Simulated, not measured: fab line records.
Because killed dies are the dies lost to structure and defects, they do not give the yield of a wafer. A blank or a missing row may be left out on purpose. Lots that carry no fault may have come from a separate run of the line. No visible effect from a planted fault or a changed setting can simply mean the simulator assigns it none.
Matching of chambers -- flow n5-finfet -- N5_BEOL_M12_DESCUM_15 on rie-diel-03 has 4 sister chambers
The step chemistry O2, time 7.9 s. 16 wafers are shown with their chamber, then 8 later ones without.

== WAFERS WITH THEIR CHAMBER ==
wafer,chamber,showerhead-plenum-p-Torr (Torr),drypump-motor-current-A (A),throttle-valve-pct (%)
L077.2,0,2.08,6.1,20.67
L077.3,1,2.25,5.6,20.44
L077.6,3,2.13,5.6,20.36
L081.3,0,2.08,6.1,20.69
L081.4,1,2.24,5.7,20.43
L081.5,3,2.12,5.6,20.37
L087.1,0,2.08,6.1,20.69
L087.3,1,2.24,5.6,20.46
L087.6,3,2.12,5.7,20.40
L091.1,3,2.11,5.7,20.40
L091.2,2,2.20,5.5,20.63
L091.4,1,2.24,5.6,20.48
L089.3,2,2.20,5.5,20.64
L089.4,0,2.07,6.1,20.72
L089.5,2,2.20,5.5,20.63
L093.1,2,2.20,5.5,20.65

SIGNATURES (means of the wafers above)
reading,chamber 0,chamber 1,chamber 2,chamber 3,scatter within a chamber
showerhead-plenum-p-Torr,2.0775,2.2425,2.2000,2.1200,0.0054
drypump-motor-current-A,6.100,5.625,5.500,5.650,0.0382
throttle-valve-pct,20.6925,20.4525,20.6375,20.3825,0.0189
Rule: distance of a wafer from a chamber = root of the sum over the readings of ((wafer's reading minus chamber's mean) / reading's scatter) squared. The wafer belongs to the nearest chamber; if the next one is less than 2 further off, it can't be placed. The scatter is the square root of a quotient: the sum, over the shown wafers, of each reading's squared deviation from its chamber's mean, divided by wafers minus chambers.

== WAFERS WITH NO CHAMBER GIVEN ==
wafer,showerhead-plenum-p-Torr (Torr),drypump-motor-current-A (A),throttle-valve-pct (%)
L093.2,2.23,5.7,20.47
L093.3,2.11,5.6,20.40
L093.4,2.07,6.2,20.72
L093.5,2.20,5.5,20.63
L093.6,2.23,5.7,20.47
L092.2,2.11,5.6,20.40
L092.3,2.07,6.1,20.73
L092.4,2.19,5.5,20.68

== THE CHAMBER EACH PASSED THROUGH ==
wafer,from the rows above,in truth
L093.2,1,1
L093.3,3,3
L093.4,0,0
L093.5,2,2
L093.6,1,1
L092.2,3,3
L092.3,0,0
L092.4,2,2
Correct placement for 8 of the 8. From these rows, 0 cannot be placed. Number placed wrongly: 0.
